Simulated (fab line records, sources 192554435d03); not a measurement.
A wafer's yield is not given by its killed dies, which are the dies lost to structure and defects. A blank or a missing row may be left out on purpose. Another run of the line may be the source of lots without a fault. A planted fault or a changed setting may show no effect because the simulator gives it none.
Split-lot trial -- flow n5_finfet -- route with 1938 steps; 7 lots, 21 wafers read

## ABOUT THE SPLIT
At N5_WELL_APT_PEB_23 (peb time 90 s), the setting peb_time_s was moved away from the recipe's 90 s on 6 of the 21 wafers read, by -22.4% to +22.4%. This setting was run at the recipe's value on the other wafers.

## FROM THE SPLIT TO THE READING: what the file shows between them, 2 steps
- N5_WELL_APT_DEVELOP_24: develop time 45 s
- N5_WELL_APT_HARDBAKE_29: time 120 s

## THE READING
cd_nm (nm) at N5_WELL_APT_CD_MEAS_25, where the cd target is 200 nm. A value of 200.3 nm with a standard deviation of 2 nm is what fault-free wafers of this fab line usually give.

wafer,"tool, chamber at the split","peb_time_s as run, s",against the recipe,"cd_nm, nm",against lot-mates on the recipe
L081.1,"litho_track-01, 0",90,recipe,197.9,-
L081.2,"litho_track-01, 0",90,recipe,198.5,-
L081.3,"litho_track-01, 0",110.2,+22.4%,206.1,+7.9
L082.2,"litho_track-03, 0",90,recipe,204.6,-
L082.4,"litho_track-03, 0",90,recipe,200.2,-
L082.6,"litho_track-03, 0",90,recipe,203.6,-
L083.2,"litho_track-05, 0",90,recipe,198.6,-
L083.3,"litho_track-05, 0",96.73,+7.5%,200.6,+2.0
L083.6,"litho_track-05, 0",96.73,+7.5%,200.7,+2.1
L085.1,"litho_track-03, 0",90,recipe,201.8,-
L085.2,"litho_track-03, 0",90,recipe,200.1,-
L085.5,"litho_track-03, 0",90,recipe,203.5,-
L087.3,"litho_track-01, 0",79.63,-11.5%,193.4,-6.2
L087.4,"litho_track-01, 0",90,recipe,199.8,-
L087.5,"litho_track-01, 0",90,recipe,199.4,-
L091.1,"litho_track-05, 0",90,recipe,198.4,-
L091.2,"litho_track-05, 0",90,recipe,198.1,-
L091.6,"litho_track-05, 0",90,recipe,199.8,-
L093.3,"litho_track-05, 0",90,recipe,201.3,-
L093.4,"litho_track-05, 0",69.8,-22.4%,188.6,-12.7
L093.5,"litho_track-05, 0",69.8,-22.4%,187.2,-14.1

THE FIT
A straight line over all 21 wafers: cd_nm changes by +0.431 nm for each +1% of peb_time_s; r = +0.87; the points scatter about the line by 2.3 nm.
The same after taking each lot's own level away (the mean of its wafers on the recipe; 21 wafers): +0.496 nm for each +1%; r = +0.96; scatter 1.4 nm.
According to that fit, moving peb_time_s by its largest amount changes the reading by 11 nm.
Measured against the standard deviation above, the lots' own levels, which go from 198.20 to 202.80 nm, span 2.3 times it.
Hence the slope depends on the lot-to-lot level, as the two fits are not the same.
Check: for one of the wafers moved furthest among these (+22.4%), held out of the fit, the line's prediction against its lot-mates is +12.1 nm. It came out at +7.9 nm against them.

## THESE WAFERS: OTHER SPLITS
Other splits were also applied to these wafers ahead of the reading. Each is held against what the fit with the lots' levels taken away leaves over:
other split on the same wafers,wafers away from the commonest value,r with cd_nm (lot level and that fit taken away)
N5_ZERO_LAYER_EXPOSE_08 dose_mj,9,-0.05

## THE WHOLE CHAIN: every reading that the file lists as answering this split, in the file's order
step,what it does,reading,change (the file's fit),r (the file's)
N5_WELL_APT_CD_MEAS_25,target cd 200 nm,cd_nm,+0.472 nm for each +1% of the setting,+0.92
N5_WELL_APT_DESCUM_30,"chemistry O2, time 7.9 s","WELL_APT.cd_nm (the simulator's own value, which no gauge read)",+0.473 nm for each +1% of the setting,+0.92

## THE FILE'S OWN FIT
cd_nm changes by +0.472 nm for each +1% of peb_time_s, r = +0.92.
